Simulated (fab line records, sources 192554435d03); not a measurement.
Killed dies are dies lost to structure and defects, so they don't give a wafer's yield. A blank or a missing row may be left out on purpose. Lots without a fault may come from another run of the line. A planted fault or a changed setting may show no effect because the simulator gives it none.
fab line records | flow n5_finfet
record lots=7 wafers=21
route steps=1938 shown BEOL_M0_SAQP@686 BEOL_M0_CUTY@701 BEOL_M0@726 BEOL_M1@756 BEOL_M3@933
start_h: hours from the record's first day to the start of the lot's first wafer shown | wait_h: hours since the lot's step before | " the same as in the row above | L1.1+2: a row that stands for several wafers | - no value, or no start given | * or withheld: withheld | < > ~ a bound
route shown NAME@n: a module of which the file shows steps, and the number in the route of the first | usual: mean/standard deviation of fault-free wafers | same: alike in all rows | chamber/n: place in a boat | sites: the reading at each site | _std_site: their standard deviation | _edge_site: outer sites' mean less inner sites' | radius_mm: how far each site lies from the wafer's centre | mask NAME#n: copy n | behind: the tool/chamber that last shaped the wafer | hold: why the lot was held/for how many hours/how that ended | device: the transistor (n, p or np) that didn't switch | end of line: the same wafers' tests at the end of the route | a step without rows: its recipe alone | killed: dies lost to structure and defects at the first sort, not the wafer's yield | map: a wafer's dies, x killed, . not, _ none there
set.NAME: the setting as run; set.NAME@STEP: as run at that earlier step | model.NAME: the simulator's own value behind a step, which no gauge read
lots whose settings were changed on purpose; a table a step, a row a wafer
## steps
# step N5_BEOL_M0_SAQP_EXPOSE_37
# recipe mask_id=M0_CUT1 na=0.33 source_shape=annular sigma_inner=0.35 sigma_outer=0.8 polarization=unpolarized target_cd_nm=30 dose_mj=44.75
# columns lot.wafer tool chamber start_h wait_h mask set.dose_mj
L076.1 euv_scanner-02 0 124.35 - M0_CUT1#0 43.53
L076.2+6 " 0 " " M0_CUT1#0 44.75
L082.2+3+4 euv_scanner-02 0 158.88 - M0_CUT1#0 44.75
L087.2+3 euv_scanner-01 0 192.70 - M0_CUT1#0 44.75
L087.6 " 0 " " M0_CUT1#0 46.63
L089.2+5 euv_scanner-02 0 209.67 - M0_CUT1#0 44.75
L089.3 " 0 " " M0_CUT1#0 46.05
L092.1+3 euv_scanner-01 0 233.97 - M0_CUT1#0 46.68
L092.6 " 0 " " M0_CUT1#0 44.75
L094.1+3+4 euv_scanner-01 0 241.03 - M0_CUT1#0 44.75
L097.1+3+5 euv_scanner-02 0 256.51 - M0_CUT1#0 44.75
# step N5_BEOL_M0_SAQP_PEB_38
# recipe peb_temp_c=100 peb_time_s=60 resist=CAR-EUV
# step N5_BEOL_M0_SAQP_DEVELOP_39
# recipe develop_time_s=30 developer=TMAH resist=CAR-EUV rinse_liquid=surfactant_rinse dry=air_spin dev_temp_c=23
# step N5_BEOL_M0_SAQP_CD_MEAS_40
# recipe target_cd_nm=30 landing_energy_ev=500 detector=se_inlens
# usual cd_nm=30.02/0.25
# columns lot.wafer tool chamber start_h wait_h set.dose_mj@BEOL_M0_SAQP_EXPOSE_37 cd_nm
L076.1 cd_sem-01 0 124.48 - 43.53 29.08
L076.2 " 0 " " 44.75 30.02
L076.6 " 0 " " 44.75 29.86
L082.2 cd_sem-03 0 159.01 - 44.75 29.90
L082.3 " 0 " " 44.75 29.73
L082.4 " 0 " " 44.75 29.61
L087.2 cd_sem-02 0 192.83 - 44.75 30.42
L087.3 " 0 " " 44.75 29.87
L087.6 " 0 " " 46.63 31.08
L089.2 cd_sem-02 0 209.80 - 44.75 29.36
L089.3 " 0 " " 46.05 30.56
L089.5 " 0 " " 44.75 29.78
L092.1 cd_sem-02 0 234.10 - 46.68 30.76
L092.3 " 0 " " 46.68 31.08
L092.6 " 0 " " 44.75 29.89
L094.1 cd_sem-01 0 241.16 - 44.75 30.30
L094.3 " 0 " " 44.75 30.43
L094.4 " 0 " " 44.75 30.35
L097.1 cd_sem-03 0 256.64 - 44.75 29.77
L097.3 " 0 " " 44.75 30.45
L097.5 " 0 " " 44.75 30.07
# step N5_BEOL_M0_SAQP_DESCUM_45
# recipe chemistry=O2 time_s=7 source_power_w=50 bias_power_w=20 pressure_mtorr=20 rf_frequency_hz=2.712e+07 temp_c=40 resist=CAR-EUV o2_flow_sccm=225
# columns lot.wafer tool chamber start_h wait_h set.dose_mj@BEOL_M0_SAQP_EXPOSE_37 model.BEOL_M0_SAQP.cd_nm
L076.1 rie_diel-03 1 124.61 0.0 43.53 29.4
L076.2+6 " 2 " " 44.75 30
L082.2 rie_diel-02 1 159.90 0.8 44.75 29.8
L082.3+4 " 3,0 " " 44.75 30
L087.2+3 rie_diel-03 1,0 192.95 0.0 44.75 30
L087.6 " 2 " " 46.63 30.8
L089.2 rie_diel-03 1 209.92 0.0 44.75 29.8
L089.3 " 2 " " 46.05 30.4
L089.5 " 2 " " 44.75 30
L092.1 rie_diel-06 3 234.23 0.0 46.68 31
L092.3 " 1 " " 46.68 30.8
L092.6 " 0 " " 44.75 30.2
L094.1+4 rie_diel-03 0,3 241.29 0.0 44.75 30
L094.3 " 1 " " 44.75 30.2
L097.1 rie_diel-03 1 256.77 0.0 44.75 30.2
L097.3+5 " 2 " " 44.75 30.4
# step N5_BEOL_M0_SAQP_ETCH_88
# recipe chemistry=N2/H2 target=underlayer target_depth_a=65 time_s=5.2 ion_energy_ev=200 mask_material=CAR-EUV pressure_mtorr=30 source_w=840 bias_w=150 n2_flow_sccm=200 h2_flow_sccm=200 ends=cleared
# step N5_BEOL_M0_SAQP_ETCH_73
# recipe chemistry=CF4 target=SiARC target_depth_a=195 mask_material=CAR-EUV time_s=32.5 ion_energy_ev=80 pressure_mtorr=40 source_w=545 bias_w=36 Ar_flow_sccm=100 cf4_flow_sccm=100 ends=cleared
# columns lot.wafer tool chamber start_h wait_h set.dose_mj@BEOL_M0_SAQP_EXPOSE_37 model.BEOL_M0_SAQP.cd_nm
L076.1 rie_diel-03 1 124.66 0.0 43.53 29.4
L076.2 " 2 " " 44.75 29.8
L076.6 " 2 " " 44.75 30
L082.2+3 rie_diel-02 1,3 159.95 0.0 44.75 30
L082.4 " 0 " " 44.75 29.8
L087.2 rie_diel-03 1 193.00 0.0 44.75 29.8
L087.3 " 0 " " 44.75 30.2
L087.6 " 2 " " 46.63 31
L089.2 rie_diel-03 1 209.97 0.0 44.75 29.8
L089.3 " 2 " " 46.05 30.4
L089.5 " 2 " " 44.75 30.2
L092.1 rie_diel-06 3 234.28 0.0 46.68 31
L092.3 " 1 " " 46.68 30.8
L092.6 " 0 " " 44.75 30.2
L094.1+3+4 rie_diel-03 0,1,3 241.34 0.0 44.75 30
L097.1 rie_diel-03 1 256.82 0.0 44.75 30
L097.3 " 2 " " 44.75 30.2
L097.5 " 2 " " 44.75 30.4
# step N5_BEOL_M0_SAQP_CUT_ETCH_46
# recipe chemistry=N2/H2 target=SOC target_depth_a=1350 overetch_a=270 temp_c=40 time_s=202.5 ion_energy_ev=200 mask_material=SiARC pressure_mtorr=30 source_w=840 bias_w=150 n2_flow_sccm=200 h2_flow_sccm=200
# step N5_BEOL_M0_SAQP_STRIP_74
# recipe chemistry=N2/H2 temp_c=40 n2_flow_sccm=200 h2_flow_sccm=200 rf_frequency_hz=6e+07
# step N5_BEOL_M0_SAQP_STRIP_89
# recipe chemistry=N2/H2 temp_c=40 n2_flow_sccm=200 h2_flow_sccm=200 rf_frequency_hz=6e+07
# step N5_BEOL_M0_SAQP_ALD_48
# recipe material=SiO2 target_thk_a=200 temp_c=100 ald_precursor_family=BDEAS ald_co_reactant=O2-plasma pulse_time_s=1 co_reactant_pulse_time_s=1 purge_time_s=2 co_reactant_purge_time_s=2 ald_cycles=139 pressure_torr=2
# step N5_BEOL_M0_SAQP_ETCH_49
# recipe chemistry=CF4/O2 target_depth_a=370 target=SiO2 pressure_mtorr=40 source_w=535 bias_w=49 Ar_flow_sccm=100 cf4_flow_sccm=100 O2_flow_sccm=10 ion_energy_ev=100
# columns lot.wafer tool chamber start_h wait_h set.spin_rpm@BEOL_M0_SAQP_COAT_69 model.SOC_of_BEOL_M0_SAQP_COAT_69.thk_nm
L076.1+6 rie_diel-02 2,1 125.54 0.3 1500 70.6
L076.2 " 0 " " 1348 75.2
L082.2+4 rie_diel-02 2,1 160.81 0.4 1500 70
L082.3 " 0 " " 1500 69.8
L087.2 rie_diel-02 1 193.76 0.3 1660 65.8
L087.3 " 0 " " 1500 70.2
L087.6 " 1 " " 1500 70.4
L089.2 rie_diel-03 1 210.73 0.3 1500 71
L089.3 " 3 " " 1563 69
L089.5 " 1 " " 1563 69.2
L092.1 rie_diel-03 0 235.35 0.3 1500 70.6
L092.3 " 1 " " 1594 68.2
L092.6 " 0 " " 1500 70.8
L094.1 rie_diel-03 0 242.10 0.3 1500 70.2
L094.3+4 " 1 " " 1500 70.4
L097.1+3 rie_diel-06 1,3 257.59 0.3 1500 71
L097.5 " 3 " " 1500 70.8
# step N5_BEOL_M0_SAQP_STRIP_75
# recipe chemistry=CF4 resist=SiARC power_w=300 bias_power_w=75 pressure_mtorr=50 cf4_flow_sccm=150 rf_frequency_hz=6e+07
# step N5_BEOL_M0_CUTY_COAT_50
# recipe resist=SiARC temp_c=220 time_s=60 spin_rpm=1500 resist_thk_nm=15
# step N5_BEOL_M0_CUTY_DESCUM_61
# recipe chemistry=O2 time_s=7.9 source_power_w=50 bias_power_w=20 pressure_mtorr=20 rf_frequency_hz=2.712e+07 temp_c=40 resist=CAR-ArF-block o2_flow_sccm=225
# step N5_BEOL_M0_CUTY_ETCH_62
# recipe chemistry=CF4 target=SiARC mask_material=CAR-ArF-block time_s=58.5 ion_energy_ev=80 pressure_mtorr=40 source_w=545 bias_w=36 Ar_flow_sccm=100 cf4_flow_sccm=100 ends=cleared
# step N5_BEOL_M0_CUTY_ETCH_63
# recipe chemistry=N2/H2 target=SOC target_depth_a=827 overetch_a=165 mask_material=SiARC temp_c=40 ion_energy_ev=200 time_s=124 pressure_mtorr=30 source_w=840 bias_w=150 n2_flow_sccm=200 h2_flow_sccm=200
# columns lot.wafer tool chamber start_h wait_h set.spin_rpm@BEOL_M0_SAQP_COAT_69 model.etch.depth_nm
L076.1 rie_diel-05 1 126.21 0.0 1500 70.66
L076.2 " 2 " " 1348 75.18
L076.6 " 1 " " 1500 70.51
L082.2 rie_diel-04 1 161.48 0.0 1500 69.94
L082.3 " 3 " " 1500 69.79
L082.4 " 3 " " 1500 70.01
L087.2 rie_diel-05 0 194.42 0.0 1660 65.85
L087.3 " 3 " " 1500 70.16
L087.6 " 2 " " 1500 70.44
L089.2 rie_diel-01 3 211.39 0.0 1500 70.92
L089.3 " 1 " " 1563 68.98
L089.5 " 3 " " 1563 69.12
L092.1 rie_diel-05 0 235.88 0.0 1500 70.52
L092.3 " 2 " " 1594 68.25
L092.6 " 0 " " 1500 70.83
L094.1 rie_diel-05 3 243.87 0.0 1500 70.15
L094.3+4 " 2,0 " " 1500 70.4
L097.1 rie_diel-04 3 258.49 0.0 1500 70.91
L097.3 " 0 " " 1500 70.98
L097.5 " 1 " " 1500 70.83
# step N5_BEOL_M0_ETCH_109
# recipe chemistry=CH3F/O2 target_depth_a=80 overetch_a=24 target=SiCN time_s=27.4 ion_energy_ev=120 pressure_mtorr=30 source_w=395 bias_w=75 Ar_flow_sccm=150 CH3F_flow_sccm=30 O2_flow_sccm=20
# usual rf_vpp_V=297.5/1.2
# columns lot.wafer tool chamber start_h wait_h set.bias_w rf_vpp_V
L076.1 rie_diel-01 2 133.48 0.0 75 298.6
L076.2 " 0 " " 87.01 325.7
L076.6 " 0 " " 75 296.7
L082.2 rie_diel-01 0 166.22 0.2 75 296.8
L082.3 " 2 " " 75 298.3
L082.4 " 1 " " 75 297.9
L087.2 rie_diel-05 2 195.80 0.0 75 297.6
L087.3 " 0 " " 75 300.2
L087.6 " 2 " " 75 298.1
L089.2 rie_diel-01 1 215.91 0.6 75 299.0
L089.3 " 0 " " 75 297.3
L089.5 " 0 " " 87.89 328.0
L092.1 rie_diel-05 0 242.99 1.2 84.47 321.9
L092.3 " 2 " " 75 299.3
L092.6 " 0 " " 75 298.8
L094.1 rie_diel-05 2 245.93 0.4 63.71 270.1
L094.3 " 3 " " 63.71 267.7
L094.4 " 0 " " 75 299.8
L097.1 rie_diel-05 2 269.15 0.0 75 297.7
L097.3 " 1 " " 66.49 274.2
L097.5 " 1 " " 75 297.3
# step N5_BEOL_M1_COAT_62
# recipe resist=SiARC temp_c=220 time_s=60 spin_rpm=1500 resist_thk_nm=12
# columns lot.wafer tool chamber start_h wait_h set.spin_rpm model.SiARC_of_BEOL_M1_COAT_62.thk_nm
L076.1 litho_track-05 0 - - 1419 12.2
L076.2+6 " 0 " " 1500 12
L082.2+3+4 litho_track-01 0 - - 1500 12
L087.2+3+6 litho_track-02 0 - - 1500 12
L089.2 litho_track-02 0 - - 1603 11.6
L089.3+5 " 0 " " 1500 12
L092.1 litho_track-02 0 - - 1500 12
L092.3+6 " 0 " " 1574 11.8
L094.1+4 litho_track-05 0 - - 1500 12
L094.3 " 0 " " 1432 12.2
L097.1+5 litho_track-01 0 - - 1340 12.8
L097.3 " 0 " " 1500 12
# step N5_BEOL_M1_EXPOSE_08
# recipe mask_id=M1 na=0.33 source_shape=dipole sigma_inner=0.369 sigma_outer=0.767 polarization=unpolarized dose_mj=33
# columns lot.wafer tool chamber start_h wait_h mask set.dose_mj
L076.1+2 euv_scanner-01 0 138.57 - M1#0 33
L076.6 " 0 " " M1#0 32.19
L082.2+3+4 euv_scanner-02 0 174.91 - M1#0 33
L087.2+3+6 euv_scanner-01 0 200.49 - M1#0 33
L089.2+5 euv_scanner-01 0 222.53 - M1#0 31.39
L089.3 " 0 " " M1#0 33
L092.1+3+6 euv_scanner-01 0 246.21 - M1#0 33
L094.1+3+4 euv_scanner-02 0 250.67 - M1#0 33
L097.1+3+5 euv_scanner-02 0 273.89 - M1#0 33
# step N5_BEOL_M1_PEB_09
# recipe peb_temp_c=100 peb_time_s=60 resist=CAR-EUV
# step N5_BEOL_M1_DEVELOP_10
# recipe develop_time_s=30 developer=TMAH resist=CAR-EUV rinse_liquid=surfactant_rinse dry=air_spin dev_temp_c=23
# step N5_BEOL_M1_DESCUM_16
# recipe chemistry=O2 time_s=7 source_power_w=50 bias_power_w=20 pressure_mtorr=20 rf_frequency_hz=2.712e+07 temp_c=40 resist=CAR-EUV o2_flow_sccm=225
# step N5_BEOL_M1_ETCH_74
# recipe chemistry=N2/H2 target=underlayer target_depth_a=65 mask_material=CAR-EUV time_s=5.2 ion_energy_ev=200 pressure_mtorr=30 source_w=840 bias_w=150 n2_flow_sccm=200 h2_flow_sccm=200 ends=cleared
# columns lot.wafer tool chamber start_h wait_h set.dose_mj@BEOL_M1_EXPOSE_08 model.BEOL_M1.cd_offset_nm
L076.1+2 rie_diel-06 1,2 138.86 0.0 33 0
L076.6 " 1 " " 32.19 -0.4
L082.2+3+4 rie_diel-06 2,0,3 175.20 0.0 33 0
L087.2+3+6 rie_diel-06 2,1,2 200.77 0.0 33 0.2
L089.2+5 rie_diel-06 2,3 222.84 0.0 31.39 -1.2
L089.3 " 1 " " 33 -0.2
L092.1+3 rie_diel-03 1,2 246.51 0.0 33 0
L092.6 " 2 " " 33 -0.2
L094.1 rie_diel-03 0 250.95 0.0 33 -0.4
L094.3 " 1 " " 33 0
L094.4 " 2 " " 33 -0.2
L097.1+3+5 rie_diel-06 2,1,0 274.18 0.0 33 0
# step N5_BEOL_M1_ETCH_63
# recipe chemistry=CF4 target=SiARC target_depth_a=156 mask_material=CAR-EUV time_s=26 ion_energy_ev=80 pressure_mtorr=40 source_w=545 bias_w=36 Ar_flow_sccm=100 cf4_flow_sccm=100 ends=cleared
# columns lot.wafer tool chamber start_h wait_h set.spin_rpm@BEOL_M1_COAT_62 set.dose_mj@BEOL_M1_EXPOSE_08 model.BEOL_M1.cd_offset_nm model.etch.depth_nm model.CAR-EUV_of_BEOL_M1_COAT_05.thk_nm
L076.1 rie_diel-06 1 138.88 0.0 1419 33 0 12.3 10.8
L076.2 " 2 " " 1500 33 0 11.95 11
L076.6 " 1 " " 1500 32.19 -0.4 11.98 11.2
L082.2 rie_diel-06 2 175.22 0.0 1500 33 0 11.97 11
L082.3 " 0 " " 1500 33 0 11.97 11.2
L082.4 " 3 " " 1500 33 -0.2 11.96 11.2
L087.2+3 rie_diel-06 2,1 200.79 0.0 1500 33 0.2 11.92 11
L087.6 " 2 " " 1500 33 0.2 11.91 11
L089.2 rie_diel-06 2 222.86 0.0 1603 31.39 -1.2 11.64 11.4
L089.3 " 1 " " 1500 33 0 12 11.2
L089.5 " 3 " " 1500 31.39 -1.2 11.99 11.2
L092.1 rie_diel-03 1 246.52 0.0 1500 33 0.2 12.01 11
L092.3 " 2 " " 1574 33 0 11.74 11.2
L092.6 " 2 " " 1574 33 -0.2 11.74 11.4
L094.1 rie_diel-03 0 250.97 0.0 1500 33 -0.2 11.96 11
L094.3 " 1 " " 1432 33 0 12.25 10.8
L094.4 " 2 " " 1500 33 -0.2 11.97 11
L097.1 rie_diel-06 2 274.19 0.0 1340 33 0 12.71 10.6
L097.3 " 1 " " 1500 33 -0.2 12 11.2
L097.5 " 0 " " 1340 33 -0.2 12.71 10.8
# step N5_BEOL_M1_ETCH_64
# recipe chemistry=N2/H2 target=SOC target_depth_a=750 overetch_a=150 mask_material=SiARC temp_c=40 time_s=112.5 ion_energy_ev=200 pressure_mtorr=30 source_w=840 bias_w=150 n2_flow_sccm=200 h2_flow_sccm=200
# columns lot.wafer tool chamber start_h wait_h set.spin_rpm@BEOL_M1_COAT_62 set.dose_mj@BEOL_M1_EXPOSE_08 model.BEOL_M1.cd_offset_nm model.SiARC_of_BEOL_M1_COAT_62.thk_nm
L076.1 rie_diel-06 1 138.91 0.0 1419 33 0.2 7.2
L076.2 " 2 " " 1500 33 0 6.6
L076.6 " 1 " " 1500 32.19 -0.4 6.8
L082.2+4 rie_diel-06 2,3 175.24 0.0 1500 33 -0.2 6.8
L082.3 " 0 " " 1500 33 0 6.8
L087.2+6 rie_diel-06 2 200.82 0.0 1500 33 0.2 6.6
L087.3 " 1 " " 1500 33 0 6.8
L089.2 rie_diel-06 2 222.88 0.0 1603 31.39 -1.4 6.4
L089.3 " 1 " " 1500 33 0 6.8
L089.5 " 3 " " 1500 31.39 -1.2 6.8
L092.1 rie_diel-03 1 246.55 0.0 1500 33 0.2 6.6
L092.3 " 2 " " 1574 33 0 6.6
L092.6 " 2 " " 1574 33 -0.2 6.4
L094.1 rie_diel-03 0 251.00 0.0 1500 33 -0.4 6.8
L094.3 " 1 " " 1432 33 0 7
L094.4 " 2 " " 1500 33 -0.2 6.8
L097.1 rie_diel-06 2 274.22 0.0 1340 33 0.2 7.4
L097.3 " 1 " " 1500 33 0 6.8
L097.5 " 0 " " 1340 33 0 7.4
# step N5_BEOL_M3_PECVD_72
# recipe material=SiO2 target_thk_a=160 temp_c=400 precursor=TEOS/O2 pressure_torr=5.5 rf_w=450 teos_flow_sccm=53.8 gas=O2 flow_sccm=3000 time_s=18
# columns lot.wafer tool chamber start_h wait_h set.time_s model.SiO2_of_BEOL_M3_PECVD_72.thk_nm
L076.1+2 pecvd-03 0,2 164.23 0.0 18 15.6
L076.6 " 2 " " 18 16
L082.2 pecvd-03 1 201.20 0.0 18 15.8
L082.3 " 0 " " 18 15.6
L082.4 " 2 " " 18 16.2
L087.2 pecvd-04 0 229.49 0.0 18 15.8
L087.3 " 1 " " 18 15.6
L087.6 " 1 " " 18 16
L089.2 pecvd-04 1 251.40 0.0 19.46 17.6
L089.3+5 " 2 " " 18 16.2
L092.1 pecvd-03 1 287.73 0.0 16.76 15
L092.3 " 0 " " 18 15.8
L092.6 " 2 " " 16.76 15.2
L094.1 pecvd-04 2 292.24 0.0 19.12 17.2
L094.3 " 1 " " 18 16.2
L094.4 " 2 " " 18 16.4
L097.1+3+5 pecvd-03 1,2,0 309.51 0.0 18 16.2
## key
split step=N5_BEOL_M0_SAQP_EXPOSE_37 setting=dose_mj stated=44.75 by=wafer
response step=N5_BEOL_M0_SAQP_CD_MEAS_40 reading=cd_nm change=+0.261 per=1% r=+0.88
response step=N5_BEOL_M0_SAQP_DESCUM_45 reading=model.BEOL_M0_SAQP.cd_nm change=+0.182 per=1% r=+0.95
response step=N5_BEOL_M0_SAQP_ETCH_73 reading=model.BEOL_M0_SAQP.cd_nm change=+0.187 per=1% r=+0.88
split step=N5_BEOL_M0_ETCH_109 setting=bias_w stated=75 by=wafer
response step=N5_BEOL_M0_ETCH_109 reading=rf_vpp_V change=+1.86 per=1% r=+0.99
split step=N5_BEOL_M1_COAT_62 setting=spin_rpm stated=1500 by=wafer
response step=N5_BEOL_M1_COAT_62 reading=model.SiARC_of_BEOL_M1_COAT_62.thk_nm change=-0.0607 per=1% r=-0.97
response step=N5_BEOL_M1_ETCH_63 reading=model.etch.depth_nm change=-0.0614 per=1% r=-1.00
response step=N5_BEOL_M1_ETCH_63 reading=model.CAR-EUV_of_BEOL_M1_COAT_05.thk_nm change=+0.0456 per=1% r=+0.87
response step=N5_BEOL_M1_ETCH_64 reading=model.SiARC_of_BEOL_M1_COAT_62.thk_nm change=-0.0564 per=1% r=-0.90
split step=N5_BEOL_M1_EXPOSE_08 setting=dose_mj stated=33 by=wafer
response step=N5_BEOL_M1_ETCH_74 reading=model.BEOL_M1.cd_offset_nm change=+0.196 per=1% r=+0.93
response step=N5_BEOL_M1_ETCH_63 reading=model.BEOL_M1.cd_offset_nm change=+0.229 per=1% r=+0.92
response step=N5_BEOL_M1_ETCH_64 reading=model.BEOL_M1.cd_offset_nm change=+0.254 per=1% r=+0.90
split step=N5_BEOL_M3_PECVD_72 setting=time_s stated=18 by=wafer
response step=N5_BEOL_M3_PECVD_72 reading=model.SiO2_of_BEOL_M3_PECVD_72.thk_nm change=+0.143 per=1% r=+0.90
split outside_this_file step=N5_BEOL_M0_SAQP_COAT_69 setting=spin_rpm
# split outside_this_file: this setting was split too, and the file shows its column; the key of that split is in another file
